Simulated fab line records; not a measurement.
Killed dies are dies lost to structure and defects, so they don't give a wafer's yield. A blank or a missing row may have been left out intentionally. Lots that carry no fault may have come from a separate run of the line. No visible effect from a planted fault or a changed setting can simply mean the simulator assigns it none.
fab line records -- flow n5-finfet
record: lots: 10, wafers: 30, last-day: 17
route steps=1938 shown BEOL_M12@1649 BEOL_M13@1670 PASSIVATION@1936
lots with no fault: from the same line, run without faults
start-h: hours from the record's first day to the start of the lot's first wafer shown -- wait-h: hours since the lot's step before -- " as in the row above -- L1.1+2: a row that stands for several wafers -- - no value, or no start given -- * or withheld: withheld -- < > ~ a bound
route shown NAME@n: a module of which the file shows steps, and the number in the route of the first -- usual: mean/standard deviation taken from wafers without a fault -- same: alike in all rows -- chamber/n: place in a boat -- sites: per-site readings -- _std_site: the standard deviation of these -- _edge_site: the outer-site mean with the inner-site mean subtracted -- radius-mm: how far each site lies from the wafer's centre -- mask NAME#n: copy n -- behind: the last tool/chamber to shape the wafer -- hold: reason for holding the lot/hours on hold/outcome of the hold -- device: names the non-switching transistor (n, p or np) -- end of line: at the end of the route, the tests of the same wafers -- step lacking rows: just its recipe -- killed: the dies lost at the first sort to structure and to defects; this is not the yield of the wafer -- map: per-die view of a wafer (x killed, . not killed, _ where there is no die)
set.NAME: the run value of the setting; set.NAME@STEP: its run value at that earlier step -- model.NAME: the simulator's own value behind a step, which no gauge read
steps of the route over a sample of lots; a table a step, a row a wafer
services: when a tool's chamber went out of use (start-h, in hours from the record's first day, below 0 if earlier), for how many hours, and the reason
== steps ==
step: N5_BEOL_M12_SPUTTER_44
recipe: material: Ta, target-thk-a: 100, temp-c: 50, bias-v: 80, power-w: 15000, chamber-pressure-pa: 0.07, time-s: 16.13
usual: throttle-valve-pct: 29.7/0.75
same: time-s: 16.13
lot.wafer,tool,chamber,start-h,wait-h,throttle-valve-pct
L584.3,pvd-sputter-02,-,222.16,0.0,30.6
L584.4,pvd-sputter-02,-,222.16,0.0,29.3
L584.5,pvd-sputter-02,-,222.16,0.0,29.4
L586.2,pvd-sputter-03,-,244.74,0.0,29.3
L586.3,pvd-sputter-03,-,244.74,0.0,31.4
L586.6,pvd-sputter-03,-,244.74,0.0,29.4
L591.2,pvd-sputter-02,-,274.23,0.0,28.6
L591.3,pvd-sputter-02,-,274.23,0.0,29.5
L591.4,pvd-sputter-02,-,274.23,0.0,30.5
L595.2,pvd-sputter-02,-,291.99,0.0,29.3
L595.3,pvd-sputter-02,-,291.99,0.0,28.6
L595.6,pvd-sputter-02,-,291.99,0.0,29.9
L593.1,pvd-sputter-02,-,299.61,0.0,28.6
L593.4,pvd-sputter-02,-,299.61,0.0,30.5
L593.5,pvd-sputter-02,-,299.61,0.0,28.7
L597.1,pvd-sputter-02,-,313.43,0.0,29.5
L597.2,pvd-sputter-02,-,313.43,0.0,28.7
L597.3,pvd-sputter-02,-,313.43,0.0,29.9
L602.2,pvd-sputter-03,-,341.71,0.0,29.2
L602.4,pvd-sputter-03,-,341.71,0.0,31.4
L602.5,pvd-sputter-03,-,341.71,0.0,30.4
L604.2,pvd-sputter-03,-,349.46,0.0,30.2
L604.4,pvd-sputter-03,-,349.46,0.0,29.4
L604.6,pvd-sputter-03,-,349.46,0.0,31.1
L606.1,pvd-sputter-01,-,369.55,0.0,29.4
L606.5,pvd-sputter-01,-,369.55,0.0,29.0
L606.6,pvd-sputter-01,-,369.55,0.0,29.9
L607.2,pvd-sputter-01,-,370.05,0.0,28.8
L607.5,pvd-sputter-01,-,370.05,0.0,29.3
L607.6,pvd-sputter-01,-,370.05,0.0,29.7
step: N5_BEOL_M13_OVL_MEAS_11
recipe: points-per-wafer: 44
usual: V12_OVL: -5/4.9
lot.wafer,tool,chamber,start-h,wait-h,V12_OVL[nm]
L584.3,overlay-02,0,223.81,0.0,-3
L584.4,overlay-02,0,223.81,0.0,-3
L584.5,overlay-02,0,223.81,0.0,-10
L586.2,overlay-01,0,246.36,0.0,-9
L586.3,overlay-01,0,246.36,0.0,-6
L586.6,overlay-01,0,246.36,0.0,-9
L591.2,overlay-02,0,275.84,0.0,-2
L591.3,overlay-02,0,275.84,0.0,2
L591.4,overlay-02,0,275.84,0.0,-5
L595.2,overlay-01,0,293.60,0.0,-5
L595.3,overlay-01,0,293.60,0.0,-7
L595.6,overlay-01,0,293.60,0.0,-6
L593.1,overlay-02,0,301.34,0.0,-12
L593.4,overlay-02,0,301.34,0.0,-8
L593.5,overlay-02,0,301.34,0.0,-5
L597.1,overlay-02,0,315.51,0.0,-5
L597.2,overlay-02,0,315.51,0.0,-6
L597.3,overlay-02,0,315.51,0.0,-7
L602.2,overlay-01,0,343.65,0.0,-2
L602.4,overlay-01,0,343.65,0.0,-4
L602.5,overlay-01,0,343.65,0.0,-6
L604.2,overlay-01,0,351.19,0.0,-8
L604.4,overlay-01,0,351.19,0.0,-9
L604.6,overlay-01,0,351.19,0.0,-5
L606.1,overlay-02,0,371.42,0.0,-4
L606.5,overlay-02,0,371.42,0.0,3
L606.6,overlay-02,0,371.42,0.0,-4
L607.2,overlay-01,0,371.78,0.0,0
L607.5,overlay-01,0,371.78,0.0,-1
L607.6,overlay-01,0,371.78,0.0,1
step: N5_BEOL_M13_VIA_ETCH_16
recipe: chemistry: C4F8/O2/Ar, target: SiOC, pressure-mtorr: 30, source-w: 3000, bias-w: 700, Ar_flow_sccm: 400, C4F8_flow_sccm: 15, O2_flow_sccm: 8, he-inner-torr: 15, he-outer-torr: 30, target-depth-a: 9217, time-s: withheld, ion-energy-ev: 250, ends: cleared
usual: drypump-motor-current-A: 5.69/0.3, oes-product-au: 0.75/0.053, rf-fwd-power-W: 2991/9.3, rf-vpp-V: 666.2/2.3, showerhead-plenum-p-Torr: 3.46/0.071, throttle-valve-pct: 24.05/0.21
lot.wafer,tool,chamber,start-h,wait-h,drypump-motor-current-A,oes-product-au,rf-fwd-power-W,rf-vpp-V,showerhead-plenum-p-Torr,throttle-valve-pct
L584.3,rie-diel-05,0,223.96,0.0,5.02,0.63,2987,666.7,3.53,24.15
L584.4,rie-diel-05,3,223.96,0.0,5.80,0.80,2992,667.2,3.54,23.84
L584.5,rie-diel-05,2,223.96,0.0,5.64,0.81,2987,666.8,3.45,23.83
L586.2,rie-diel-04,0,246.58,0.0,5.43,0.66,3004,668.7,3.52,24.18
L586.3,rie-diel-04,2,246.58,0.0,5.98,0.83,2989,668.0,3.47,24.21
L586.6,rie-diel-04,1,246.58,0.0,4.95,0.65,2987,668.8,3.48,23.72
L591.2,rie-diel-01,3,276.31,0.0,6.19,0.80,2989,662.6,3.38,23.99
L591.3,rie-diel-01,0,276.31,0.0,5.63,0.83,2993,663.5,3.36,23.95
L591.4,rie-diel-01,1,276.31,0.0,5.70,0.74,2979,670.0,3.56,24.13
L595.2,rie-diel-01,2,293.75,0.0,5.82,0.75,2991,662.2,3.35,24.50
L595.3,rie-diel-01,0,293.75,0.0,5.63,0.82,2997,662.9,3.35,23.95
L595.6,rie-diel-01,1,293.75,0.0,5.70,0.74,2998,670.9,3.56,24.16
L593.1,rie-diel-05,2,301.49,0.0,5.70,0.78,2998,667.5,3.44,23.86
L593.4,rie-diel-05,1,301.49,0.0,5.60,0.75,2993,666.7,3.49,24.24
L593.5,rie-diel-05,3,301.49,0.0,5.78,0.77,2990,668.4,3.53,23.84
L597.1,rie-diel-05,2,315.90,0.0,5.68,0.77,2986,667.0,3.44,23.86
L597.2,rie-diel-05,0,315.90,0.0,5.02,0.61,2993,667.6,3.52,24.19
L597.3,rie-diel-05,1,315.90,0.0,5.57,0.74,2988,665.8,3.48,24.21
L602.2,rie-diel-05,0,343.79,0.0,5.02,0.89,3005,667.5,3.52,23.90
L602.4,rie-diel-05,2,343.79,0.0,5.68,0.76,3000,667.1,3.43,23.86
L602.5,rie-diel-05,2,343.79,0.0,5.70,0.76,2992,665.8,3.43,23.87
L604.2,rie-diel-01,1,351.34,0.0,5.69,0.73,2984,670.7,3.55,24.17
L604.4,rie-diel-01,3,351.34,0.0,6.24,0.76,2992,662.6,3.37,24.00
L604.6,rie-diel-01,2,351.34,0.0,5.80,0.74,2980,661.5,3.34,24.53
L606.1,rie-diel-01,0,371.56,0.0,5.64,0.75,3001,664.0,3.34,24.00
L606.5,rie-diel-01,1,371.56,0.0,5.73,0.72,3004,670.7,3.54,24.18
L606.6,rie-diel-01,0,371.56,0.0,5.64,0.76,3007,663.4,3.34,23.98
L607.2,rie-diel-01,3,371.93,0.0,6.19,0.75,3013,663.8,3.36,24.01
L607.5,rie-diel-01,1,371.93,0.0,5.73,0.71,2987,670.5,3.55,24.19
L607.6,rie-diel-01,0,371.93,0.0,5.66,0.76,2982,663.5,3.34,23.99
step: N5_BEOL_M13_STRIP_64
recipe: chemistry: N2/H2, power-w: 1000, temp-c: 250, h2-frac: 0.65, overash-fraction: 0.3, pressure-mtorr: withheld, n2-flow-sccm: 1750, h2-flow-sccm: 3250
usual: drypump-motor-current-A: 5.4/0.65, heater-power-w: 308/8.8, n2-flow-sccm: 1749/5.5, oes-product-au: 0.716/0.0042, strip-time-to-endpoint-s: 31.30/0.078
lot.wafer,tool,chamber,start-h,wait-h,drypump-motor-current-A,heater-power-w,n2-flow-sccm,oes-product-au,rf-hours-counter-h,strip-time-to-endpoint-s
L584.3,plasma-asher-01,0,224.27,0.0,5.9,314,1760,0.718,-,31.32
L584.4,plasma-asher-01,1,224.27,0.0,4.7,316,1751,0.720,-,31.28
L584.5,plasma-asher-01,0,224.27,0.0,5.9,311,1761,0.723,-,31.26
L586.2,plasma-asher-01,1,246.87,0.0,4.7,313,1744,0.713,75,31.38
L586.3,plasma-asher-01,0,246.87,0.0,5.9,323,1761,0.716,-,31.37
L586.6,plasma-asher-01,0,246.87,0.0,5.9,317,1753,0.710,-,31.29
L591.2,plasma-asher-02,0,276.60,0.0,4.8,299,1755,0.713,124,31.31
L591.3,plasma-asher-02,1,276.60,0.0,6.2,314,1755,0.716,-,31.27
L591.4,plasma-asher-02,0,276.60,0.0,4.8,300,1755,0.709,-,31.25
L595.2,plasma-asher-02,0,294.04,0.0,4.8,298,1739,0.719,126,31.31
L595.3,plasma-asher-02,1,294.04,0.0,6.2,324,1748,0.712,-,31.30
L595.6,plasma-asher-02,0,294.04,0.0,4.8,300,1749,0.711,-,31.35
L593.1,plasma-asher-01,1,301.78,0.0,4.7,300,1753,0.715,88,31.19
L593.4,plasma-asher-01,0,301.78,0.0,5.9,314,1739,0.711,-,31.17
L593.5,plasma-asher-01,1,301.78,0.0,4.7,313,1745,0.709,-,31.21
L597.1,plasma-asher-01,1,316.20,0.0,4.7,319,1752,0.718,91,31.19
L597.2,plasma-asher-01,0,316.20,0.0,5.9,306,1756,0.715,91,31.22
L597.3,plasma-asher-01,1,316.20,0.0,4.7,322,1751,0.713,-,31.29
L602.2,plasma-asher-02,0,344.09,0.0,4.8,294,1743,0.716,134,31.28
L602.4,plasma-asher-02,1,344.09,0.0,6.2,310,1747,0.715,-,31.34
L602.5,plasma-asher-02,1,344.09,0.0,6.2,308,1751,0.710,-,31.25
L604.2,plasma-asher-02,0,351.63,0.0,4.8,302,1747,0.720,136,31.35
L604.4,plasma-asher-02,0,351.63,0.0,4.8,297,1762,0.719,-,31.39
L604.6,plasma-asher-02,1,351.63,0.0,6.2,320,1745,0.712,-,31.23
L606.1,plasma-asher-02,0,371.86,0.0,4.8,303,1748,0.713,140,31.30
L606.5,plasma-asher-02,0,371.86,0.0,4.8,294,1744,0.715,-,31.25
L606.6,plasma-asher-02,1,371.86,0.0,6.2,313,1752,0.716,-,31.25
L607.2,plasma-asher-01,1,372.22,0.0,4.7,321,1748,0.718,104,31.29
L607.5,plasma-asher-01,1,372.22,0.0,4.7,317,1744,0.709,-,31.29
L607.6,plasma-asher-01,0,372.22,0.0,5.9,309,1751,0.722,-,31.26
step: N5_BEOL_M13_INSPECT_30
recipe: mode: adi, inspect-instrument: macro
usual: raw-defect-count: 1.9/1.3
lot.wafer,tool,chamber,start-h,wait-h,raw-defect-count
L584.3,defect-inspect-01,-,224.91,0.0,1
L584.4,defect-inspect-01,-,224.91,0.0,1
L584.5,defect-inspect-01,-,224.91,0.0,4
L586.2,defect-inspect-02,-,247.41,0.0,1
L586.3,defect-inspect-02,-,247.41,0.0,1
L586.6,defect-inspect-02,-,247.41,0.0,1
L591.2,defect-inspect-01,-,277.26,0.0,5
L591.3,defect-inspect-01,-,277.26,0.0,3
L591.4,defect-inspect-01,-,277.26,0.0,0
L595.2,defect-inspect-01,-,294.70,0.0,0
L595.3,defect-inspect-01,-,294.70,0.0,1
L595.6,defect-inspect-01,-,294.70,0.0,1
L593.1,defect-inspect-01,-,302.44,0.0,2
L593.4,defect-inspect-01,-,302.44,0.0,2
L593.5,defect-inspect-01,-,302.44,0.0,0
L597.1,defect-inspect-02,-,316.72,0.0,0
L597.2,defect-inspect-02,-,316.72,0.0,2
L597.3,defect-inspect-02,-,316.72,0.0,0
L602.2,defect-inspect-02,-,344.62,0.0,19
L602.4,defect-inspect-02,-,344.62,0.0,3
L602.5,defect-inspect-02,-,344.62,0.0,2
L604.2,defect-inspect-02,-,352.16,0.0,3
L604.4,defect-inspect-02,-,352.16,0.0,0
L604.6,defect-inspect-02,-,352.16,0.0,2
L606.1,defect-inspect-02,-,372.39,0.0,2
L606.5,defect-inspect-02,-,372.39,0.0,4
L606.6,defect-inspect-02,-,372.39,0.0,2
L607.2,defect-inspect-01,-,372.88,0.0,1
L607.5,defect-inspect-01,-,372.88,0.0,1
L607.6,defect-inspect-01,-,372.88,0.0,1
step: N5_PASSIVATION_PROBE_49
usual: defect-limited-yield: 91.4/1.4, killed_at_M0_to_M3: 34/8.9, killed_at_M4_up: 13/4.6, killed-at-contacts: 12/5.5, killed-at-front-end: 41/11, killed-at-other: 3.1/2.9, killed-dies: 102/16, killed-open: 66/11, killed-short: 34/7.6, sort_bin_5_function: 5.1/0.89, sort_bin_6_memory: 3.2/0.61, sort_bin_8_speed: 0.02/0.12, sort-n-pass: 1078/16
same: gross-dies: 1180, killed-at-back-side: 0, sort_bin_4_leakage[%]: 0
lot.wafer,tool,chamber,start-h,wait-h,defect-limited-yield[%],killed_at_M0_to_M3,killed_at_M4_up,killed-at-contacts,killed-at-front-end,killed-at-other,killed-dies,killed-open,killed-short,sort_bin_5_function[%],sort_bin_6_memory[%],sort_bin_8_speed[%],sort-n-pass
L602.2,prober-02,-,374.35,0.1,90.0,32,26,10,47,3,118,75,26,6.4,3.4,0,1062
L602.4,prober-02,-,374.45,0.2,91.4,36,15,10,39,2,102,62,40,4.7,3.6,0,1078
L602.5,prober-02,-,374.50,0.2,93.0,32,12,6,31,2,83,62,21,4.2,2.8,0,1097
killed by level:class
L602.2 BEOL_M13:unspecified=17 FIN_SAQP:geometric-particle:open=15 BEOL_M1:geometric-particle:open=13 MOL_CONTACT_COAG:geometric-particle:open=10 FIN_SAQP:geometric-particle:short=5 STI_FIN_REVEAL:geometric-particle:open=5 BEOL_M0_SAQP:geometric-particle:open=5 STI_FIN_REVEAL:geometric-particle:short=4
L602.4 BEOL_M3:geometric-particle:open=9 FIN_SAQP:geometric-particle:short=8 BEOL_M1:geometric-particle:open=8 MOL_CONTACT_COAG:geometric-particle:open=7 GATE_CUT:geometric-particle:open=6 BEOL_M0_SAQP:geometric-particle:short=6 FIN_SAQP:geometric-particle:open=5 GATE_CUT:geometric-particle:short=5
L602.5 FIN_SAQP:geometric-particle:short=11 BEOL_M1:geometric-particle:open=10 BEOL_M3:geometric-particle:open=9 FIN_SAQP:geometric-particle:open=8 MOL_CONTACT_COAG:geometric-particle:open=6 DUMMY_GATE:geometric-particle:open=5 BEOL_M2:geometric-particle:open=4 BEOL_M5:geometric-particle:open=4
== services ==
tool,chamber,start-h,hours,kind
rie-diel-05,-,200.69,1.2,repair
rie-diel-04,3,204.29,12.3,repair
rie-diel-01,-,205.20,14.6,pm
rie-diel-01,0,229.39,-,clean
rie-diel-01,0,229.39,-,consumable-replace:focus-ring
rie-diel-01,0,229.39,20.3,scheduled-down
rie-diel-01,0,229.39,20.3,vent-cycle
rie-diel-05,0,231.27,1.3,repair
rie-diel-01,2,241.99,4.6,repair
rie-diel-05,-,266.35,15.6,pm
plasma-asher-02,-,267.50,2.8,pm
rie-diel-01,2,279.08,5.3,repair
plasma-asher-02,-,283.12,9.5,repair
rie-diel-05,0,301.90,5.6,repair
rie-diel-05,0,319.78,-,clean
rie-diel-05,0,319.78,-,consumable-replace:focus-ring
plasma-asher-01,-,337.33,0.8,repair
rie-diel-01,3,339.32,3.9,repair
plasma-asher-01,-,343.98,1.4,repair
rie-diel-05,1,352.70,1.2,repair
rie-diel-01,2,358.50,3.5,repair
pvd-sputter-01,-,366.77,2.1,repair
rie-diel-04,2,368.45,6.1,repair
rie-diel-05,2,370.24,2.6,repair
== key ==
first-sign: step: N5_BEOL_M13_INSPECT_30, reading: raw-defect-count, direction: up, sigmas: 13, usual: 1.9, struck: 19
effect: step: N5_PASSIVATION_PROBE_49, reading: killed_at_M4_up, direction: up, sigmas: 2.9, usual: 13, struck: 26
met-at N5_BEOL_M13_VIA_ETCH_16
struck-lots L602
struck-wafers L602.2
not-acting-at N5_BEOL_M12_SPUTTER_44,N5_BEOL_M13_OVL_MEAS_11,N5_BEOL_M13_STRIP_64
onset-between 315.90 343.79
fault: kind: chamber-particle-source, tool: rie-diel-05, chamber: 0, onset-h: 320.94, steps: N5_BEOL_M13_VIA_ETCH_16, rate-per-visit-cm2: 0.029815, until-the-next-wet-clean: True
